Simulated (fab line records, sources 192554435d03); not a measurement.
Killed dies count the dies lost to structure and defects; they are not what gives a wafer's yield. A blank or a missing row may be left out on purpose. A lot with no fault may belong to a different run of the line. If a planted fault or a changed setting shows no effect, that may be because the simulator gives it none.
Which tool is to blame? ; flow n5-finfet ; 72 wafers from 24 lots sampled at 4 of the route's 1938 steps

== WHAT EACH GAUGE READ, for each wafer ==
N5_BEOL_M10_CD_MEAS_35: target cd 70 nm.
lot;measured;on;cd-nm (nm)
L074;day 10 05:26;cd-sem-01;70.8 70.5 70.7
L075;day 10 19:36;cd-sem-03;69.4 69.1 69.3
L077;day 10 21:34;cd-sem-02;70.3 69.9 69.8
L076;day 10 22:53;cd-sem-01;70.3 69.6 69.2
L079;day 10 22:56;cd-sem-03;70.6 70.6 70.5
L078;day 11 02:25;cd-sem-02;69.4 70.0 68.8
L080;day 11 16:55;cd-sem-03;69.5 69.2 68.8
L082;day 12 02:46;cd-sem-01;69.1 69.7 69.6
L081;day 12 03:51;cd-sem-01;68.9 69.7 69.5
L083;day 12 11:01;cd-sem-03;69.0 69.2 69.4
L085;day 12 21:53;cd-sem-01;71.4 70.7 70.5
L086;day 13 06:42;cd-sem-03;69.6 69.7 70.3
L084;day 13 13:13;cd-sem-03;69.1 69.6 69.3
L088;day 13 15:26;cd-sem-03;69.6 69.9 70.1
L087;day 13 19:34;cd-sem-02;69.7 70.0 70.4
L089;day 13 21:43;cd-sem-03;70.2 70.2 70.6
L091;day 14 05:26;cd-sem-01;69.0 69.5 69.6
L090;day 14 05:54;cd-sem-03;69.4 70.6 70.0
L093;day 14 19:06;cd-sem-02;70.2 70.5 69.9
L092;day 15 03:18;cd-sem-02;69.8 70.0 70.2
L094;day 15 13:44;cd-sem-02;69.5 69.5 69.8
L095;day 15 16:31;cd-sem-03;70.4 71.1 70.5
L096;day 15 22:52;cd-sem-01;70.8 70.2 69.9
L097;day 16 03:34;cd-sem-01;70.1 69.7 70.1

N5_BEOL_M11_OVL_MEAS_12.
lot;measured;on;M11_OVL (nm)
L074;day 10 12:31;overlay-01;-0.3 -0.1 -1.0
L075;day 10 23:50;overlay-01;-1.1 -0.8 -1.4
L077;day 11 02:46;overlay-01;-0.6 -0.2 -0.7
L076;day 11 02:55;overlay-02;0.5 0.5 -0.7
L079;day 11 03:05;overlay-02;-1.8 -0.3 -1.0
L078;day 11 06:45;overlay-01;-0.5 -1.5 -0.9
L080;day 12 00:00;overlay-02;-0.7 -1.2 0.0
L082;day 12 07:34;overlay-01;-1.2 -0.5 0.4
L081;day 12 11:14;overlay-01;0.2 0.5 1.0
L083;day 12 16:23;overlay-01;0.2 0.5 0.5
L085;day 13 05:07;overlay-02;0.6 -0.2 -0.3
L086;day 13 12:32;overlay-02;-0.6 0.0 0.5
L084;day 13 19:17;overlay-02;0.4 -0.7 -0.8
L088;day 13 20:00;overlay-01;-0.9 -0.4 0.3
L087;day 14 01:04;overlay-01;-0.3 1.0 0.2
L089;day 14 05:41;overlay-02;0.5 0.6 0.1
L091;day 14 13:29;overlay-01;-0.1 0.2 -0.5
L090;day 14 13:41;overlay-01;-0.7 -0.5 0.6
L093;day 15 01:12;overlay-01;-0.3 0.2 0.0
L092;day 15 07:25;overlay-01;1.2 0.9 1.4
L094;day 15 19:57;overlay-02;-0.1 -0.6 -0.8
L095;day 15 21:34;overlay-02;0.3 -0.7 0.7
L096;day 16 03:40;overlay-01;-0.9 0.6 -1.4
L097;day 16 10:08;overlay-01;0.8 -0.7 0.9

== WHAT TOOL EACH LOT RAN ON (gives the tool, then ch and the chambers of the sampled wafers, and finally the start) ==
lot;N5_BEOL_M10_ETCH_65;N5_BEOL_M10_CURE_72
L074;rie-diel-04 ch 0,1,3, day 10 04:49;uv-cure-03 ch 1, day 10 05:31
L075;rie-diel-05 ch 1,2, day 10 18:59;uv-cure-02 ch 2, day 10 19:38
L077;rie-diel-05 ch 1,2, day 10 20:57;uv-cure-03 ch 2, day 10 21:40
L076;rie-diel-06 ch 0,1,2, day 10 22:16;uv-cure-03 ch 0, day 10 23:01
L079;rie-diel-05 ch 0,1, day 10 22:19;uv-cure-02 ch 2, day 10 22:58
L078;rie-diel-06 ch 0,2, day 11 01:48;uv-cure-03 ch 0, day 11 02:28
L080;rie-diel-05 ch 0,3, day 11 16:17;uv-cure-03 ch 1, day 11 17:02
L082;rie-diel-05 ch 0,3, day 12 02:09;uv-cure-03 ch 2, day 12 03:25
L081;rie-diel-06 ch 0,3, day 12 03:14;uv-cure-03 ch 2, day 12 03:59
L083;rie-diel-04 ch 1,3, day 12 10:25;uv-cure-03 ch 1, day 12 11:04
L085;rie-diel-04 ch 1,2,3, day 12 21:17;uv-cure-01 ch 1, day 12 22:02
L086;rie-diel-04 ch 0,1,2, day 13 06:05;uv-cure-03 ch 2, day 13 06:45
L084;rie-diel-04 ch 0,1,2, day 13 12:36;uv-cure-02 ch 0, day 13 13:16
L088;rie-diel-05 ch 1,2, day 13 14:48;uv-cure-01 ch 0, day 13 15:32
L087;rie-diel-06 ch 0,2,3, day 13 18:56;uv-cure-01 ch 1, day 13 19:36
L089;rie-diel-05 ch 0,3, day 13 21:05;uv-cure-01 ch 2, day 13 21:49
L091;rie-diel-05 ch 0,1,3, day 14 04:50;uv-cure-01 ch 0, day 14 05:38
L090;rie-diel-06 ch 0,1,3, day 14 05:17;uv-cure-01 ch 0, day 14 05:59
L093;rie-diel-05 ch 2,3, day 14 18:29;uv-cure-03 ch 1, day 14 19:09
L092;rie-diel-04 ch 1,2,3, day 15 02:41;uv-cure-02 ch 0, day 15 03:40
L094;rie-diel-06 ch 0,1,2, day 15 13:07;uv-cure-01 ch 1, day 15 13:46
L095;rie-diel-06 ch 0,1,2, day 15 15:55;uv-cure-01 ch 0, day 15 16:37
L096;rie-diel-04 ch 1,2, day 15 22:15;uv-cure-01 ch 2, day 15 22:55
L097;rie-diel-05 ch 0,2, day 16 02:56;uv-cure-01 ch 2, day 16 03:42
- N5_BEOL_M10_ETCH_65: etches SiARC in CF4, target depth 39 nm, time 65 s.
- N5_BEOL_M10_CURE_72: cures SiCOH lowk, time 120 s.

== AS READ BY THE TOOLS THEMSELVES (means over the sampled wafers that have a number; for cases with no such wafer, the mark the record gives instead) ==
N5_BEOL_M10_ETCH_65.
lot;tool;drypump-motor-current-A (A);etch-rf-on-time-s (s);oes-product-au (a.u.);rf-vpp-V (V);showerhead-plenum-p-Torr (Torr);throttle-valve-pct (%)
L074;rie-diel-04;5.7;64.3;0.74;184.7;2.17;15.33
L075;rie-diel-05;5.7;65.6;0.66;184.3;2.21;15.34
L077;rie-diel-05;5.7;64.5;0.66;184.3;2.21;15.35
L076;rie-diel-06;6.0;65.1;0.66;183.8;2.14;15.58
L079;rie-diel-05;5.3;65.1;0.70;186.3;2.25;15.54
L078;rie-diel-06;5.8;65.3;0.62;184.0;2.10;15.56
L080;rie-diel-05;5.4;64.4;0.76;185.0;2.21;15.50
L082;rie-diel-05;5.6;65.2;0.77;184.7;2.15;15.43
L081;rie-diel-06;6.1;64.6;0.68;184.4;2.18;15.32
L083;rie-diel-04;5.7;64.0;0.73;184.5;2.18;15.27
L085;rie-diel-04;5.8;64.6;0.69;184.0;2.16;15.46
L086;rie-diel-04;5.8;65.1;0.68;183.9;2.16;15.57
L084;rie-diel-04;5.8;65.1;0.68;184.2;2.16;15.57
L088;rie-diel-05;5.7;65.5;0.67;184.0;2.18;15.26
L087;rie-diel-06;6.0;65.2;0.67;184.3;2.14;15.42
L089;rie-diel-05;5.3;64.9;0.72;184.7;2.20;15.53
L091;rie-diel-05;5.6;65.0;0.69;185.6;2.19;15.52
L090;rie-diel-06;6.3;64.7;0.69;185.6;2.21;15.37
L093;rie-diel-05;5.9;64.9;0.74;183.3;2.12;15.30
L092;rie-diel-04;5.8;64.6;0.68;183.1;2.16;15.49
L094;rie-diel-06;6.0;66.4;0.63;184.5;2.13;15.63
L095;rie-diel-06;6.0;66.3;0.62;184.0;2.13;15.65
L096;rie-diel-04;6.0;64.5;0.66;183.3;2.15;15.52
L097;rie-diel-05;5.3;65.5;0.69;185.3;2.22;15.50

N5_BEOL_M10_CURE_72.
lot;tool;lamp-power-pct (%);wafer_temp_C_max
L074;uv-cure-03;52.37;371.7
L075;uv-cure-02;52.31;371.4
L077;uv-cure-03;52.31;371.2
L076;uv-cure-03;52.31;372.2
L079;uv-cure-02;52.38;371.3
L078;uv-cure-03;52.31;372.2
L080;uv-cure-03;52.36;371.7
L082;uv-cure-03;52.36;371.5
L081;uv-cure-03;52.35;371.3
L083;uv-cure-03;52.32;371.9
L085;uv-cure-01;52.31;371.5
L086;uv-cure-03;52.32;371.7
L084;uv-cure-02;52.35;371.7
L088;uv-cure-01;52.41;370.9
L087;uv-cure-01;52.32;371.2
L089;uv-cure-01;52.35;371.9
L091;uv-cure-01;52.33;371.1
L090;uv-cure-01;52.36;371.6
L093;uv-cure-03;52.27;371.9
L092;uv-cure-02;52.33;372.0
L094;uv-cure-01;52.26;371.2
L095;uv-cure-01;52.33;371.2
L096;uv-cure-01;52.24;371.6
L097;uv-cure-01;52.36;372.1

== THE ANSWER, worked out from the rows above alone ==
Rule: the usual values come from the lots themselves. The widest of any qualifying gaps counts: lots, ordered by their means at a reading, are off when they make up no more than a third of the lots, leave a main group of 4 or more, and stand apart from it by 3 or more times the standard deviation of that group's means. The tables above print the reading to a certain number of digits; a main group whose means all agree to those digits is not used. Also off: a lot with no number at a reading for which 4 or more lots have one. Where the step has rows for the other lots, those lots are counted as sound. Order of review: gauges by route order, followed by the tools' own readings, for which a lot's mean as printed above is used. At the first step where some lot is off, the reading lying furthest off is the one used; lots without a number count as furthest.
None of the lots is off at any reading shown; this tells nothing.

== WHAT THE SIMULATOR HAD INSERTED ==
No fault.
